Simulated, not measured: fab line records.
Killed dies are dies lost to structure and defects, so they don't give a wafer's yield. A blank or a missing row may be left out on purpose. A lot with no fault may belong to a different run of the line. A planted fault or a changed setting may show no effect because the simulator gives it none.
Matching of chambers + flow n5-finfet + 4 sister chambers for N5_BEOL_M9_VIA_ETCH_34 on rie-diel-02
The step etches SiCOH lowk in C4F6/O2, target depth 182.4 nm, time 68.4 s. 4 wafers are shown with their chamber, then 7 later ones without.

## WAFERS, EACH WITH ITS CHAMBER
| wafer  | chamber | drypump-motor-current-A (A) |
|--------|---------|-----------------------------|
| L088.3 | 0       | 5.0                         |
| L088.6 | 3       | 6.0                         |
| L087.1 | 2       | 5.6                         |
| L087.2 | 1       | 6.4                         |

## WAFERS MISSING THEIR CHAMBER
| wafer  | drypump-motor-current-A (A) |
|--------|-----------------------------|
| L087.5 | 6.0                         |
| L089.2 | 6.0                         |
| L089.3 | 5.6                         |
| L089.5 | 6.0                         |
| L093.1 | 5.6                         |
| L093.2 | 6.4                         |
| L093.6 | 5.5                         |

## EACH ONE'S CHAMBER
| wafer  | from the rows above | in truth |
|--------|---------------------|----------|
| L087.5 | 3                   | 3        |
| L089.2 | 3                   | 3        |
| L089.3 | 2                   | 2        |
| L089.5 | 3                   | 3        |
| L093.1 | 2                   | 2        |
| L093.2 | 1                   | 1        |
| L093.6 | 2                   | 2        |
Correctly placed: 7 of 7. From these rows, 0 cannot be placed. Wrongly placed: 0.
How it was worked out, from the rows above alone: a wafer's distance from a chamber is the root of the sum, over the readings, of the square of ((its reading less the chamber's mean) divided by the reading's scatter). If the next closest chamber is less than 2 further off than the closest, the wafer can't be placed; otherwise it belongs to the closest. Each chamber's mean is taken over the wafers shown for it. The scatter (one wafer shown for each chamber): square how far every hidden wafer sits from the nearest shown wafer, average those squares and take the square root.
